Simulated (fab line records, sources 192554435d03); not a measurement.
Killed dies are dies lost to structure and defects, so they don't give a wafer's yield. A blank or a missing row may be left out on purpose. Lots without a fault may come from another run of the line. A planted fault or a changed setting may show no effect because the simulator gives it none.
Chamber matching | flow n5_finfet | N5_BEOL_M12_ILD_DEP_00 on pecvd-04: 3 sister chambers
The step deposits SiOC from DEMS/O2, target thk 658.92 nm, time 130.7 s. 3 wafers are shown with their chamber, then 11 later ones without.

WAFERS WITH THEIR CHAMBER
wafer  | chamber | throttle_valve_pct (%)
L087.2 | 2       | 11.3
L088.5 | 0       | 12.9
L092.1 | 1       | 13.6

WAFERS WITHOUT THEIR CHAMBER
wafer  | throttle_valve_pct (%)
L092.2 | 13.3
L092.3 | 11.0
L092.4 | 13.7
L092.5 | 13.4
L092.6 | 11.2
L094.2 | 13.3
L094.3 | 11.4
L094.4 | 11.0
L095.1 | 13.5
L095.2 | 13.9
L095.6 | 13.6

WHICH CHAMBER EACH WENT THROUGH
wafer  | from the rows above     | in truth
L092.2 | can't be placed: 1 or 0 | 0
L092.3 | 2                       | 2
L092.4 | 1                       | 1
L092.5 | can't be placed: 1 or 0 | 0
L092.6 | 2                       | 2
L094.2 | can't be placed: 1 or 0 | 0
L094.3 | 2                       | 2
L094.4 | 2                       | 2
L095.1 | 1                       | 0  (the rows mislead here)
L095.2 | 1                       | 1
L095.6 | 1                       | 1
Placed correctly: 7 of 11. Can't be placed from these rows: 3 (the true chamber is among the candidates in 3). Placed wrongly: 1.
How it was worked out, from the rows above alone: a wafer's distance from a chamber is the root of the sum, over the readings, of the square of ((its reading less the chamber's mean) divided by the reading's scatter). The wafer belongs to the nearest chamber; if the next one is less than 2 further off, it can't be placed. A chamber's mean is the mean of its shown wafers. The scatter: with one shown wafer a chamber, the root of the mean of the squares of how far each hidden wafer lies from its nearest shown one.
